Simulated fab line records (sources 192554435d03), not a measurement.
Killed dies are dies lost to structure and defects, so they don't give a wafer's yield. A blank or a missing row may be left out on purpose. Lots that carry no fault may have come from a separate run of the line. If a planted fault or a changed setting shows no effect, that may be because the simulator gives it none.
Split-lot study ; flow n5 finfet ; on a route of 1938 steps: 7 lots, 21 wafers read

ON THE SPLIT
At N5_PASSIVATION_EXPOSE_41 (exposes mask PASS OPEN, defocus 0 nm, target cd 40000 nm), the setting dose mj was moved away from the recipe's 57.25 on 5 of the 21 wafers read, by -4.1% to +7.4%. All remaining wafers had this setting at the recipe value.

FROM THE SPLIT TO THE READING: what the file shows between them, 3 steps
- N5_PASSIVATION_PEB_42
- N5_PASSIVATION_DEVELOP_43: develop time 60 s
- N5_PASSIVATION_HARDBAKE_45: time 120 s

THE READING
cd nm (nm) at N5_PASSIVATION_CD_MEAS_44, where the cd target is 40000 nm. Fault-free wafers of this fab line usually give 40000 nm, standard deviation 3.2 nm.

wafer;tool, chamber at the split;dose mj as run;against the recipe;cd nm, nm;against lot-mates on the recipe
L075.1;krf scanner-01, 0;57.25;recipe;40002;-
L075.3;krf scanner-01, 0;57.25;recipe;39997;-
L075.4;krf scanner-01, 0;57.25;recipe;39993;-
L078.1;krf scanner-02, 0;57.25;recipe;40002;-
L078.2;krf scanner-02, 0;57.25;recipe;40001;-
L078.6;krf scanner-02, 0;57.25;recipe;39996;-
L085.1;krf scanner-02, 0;54.91;-4.1%;39985;-16
L085.5;krf scanner-02, 0;57.25;recipe;39999;-
L085.6;krf scanner-02, 0;57.25;recipe;40004;-
L087.3;krf scanner-02, 0;61.51;+7.4%;40020;+22
L087.4;krf scanner-02, 0;61.51;+7.4%;40024;+26
L087.6;krf scanner-02, 0;57.25;recipe;39998;-
L093.3;krf scanner-01, 0;57.25;recipe;40002;-
L093.4;krf scanner-01, 0;57.25;recipe;40000;-
L093.6;krf scanner-01, 0;57.25;recipe;40003;-
L097.3;krf scanner-01, 0;57.25;recipe;40001;-
L097.5;krf scanner-01, 0;60.8;+6.2%;40019;+18
L097.6;krf scanner-01, 0;60.8;+6.2%;40028;+27
L092.1;krf scanner-01, 0;57.25;recipe;40005;-
L092.3;krf scanner-01, 0;57.25;recipe;40005;-
L092.6;krf scanner-01, 0;57.25;recipe;40005;-

THE FIT
A straight line over all 21 wafers: cd nm changes by +3.26 nm for each +1% of dose mj; r = +0.94; the points scatter about the line by 3.8 nm.
The same after taking each lot's own level away (the mean of its wafers on the recipe; 21 wafers): +3.46 nm for each +1%; r = +0.97; scatter 2.7 nm.
On that fit, the largest move of dose mj shifts the reading by 26 nm.
The lots' own levels span 39997.3 to 40005.0 nm, that is 2.4 times the standard deviation above.
The two slopes are in agreement: the lot-to-lot level therefore moves the slope only a little.
Check: for one of the wafers moved furthest among these (+7.4%), held out of the fit, the line's prediction against its lot-mates is +26.9 nm. It came out at +22 nm against them.

OTHER SPLITS APPLIED TO THESE WAFERS
Other splits were also applied to these wafers ahead of the reading. Each is held against what the fit with the lots' levels taken away leaves over:
other split on the same wafers;wafers away from the commonest value;r with cd nm (lot level and that fit taken away)
N5_MIM_BOT_SPUTTER_00 time s;9;-0.22
N5_PASSIVATION_EXPOSE_07 dose mj;4;-0.03

THE FILE'S OWN FIT
cd nm changes by +3.52 nm for each +1% of dose mj, r = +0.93.
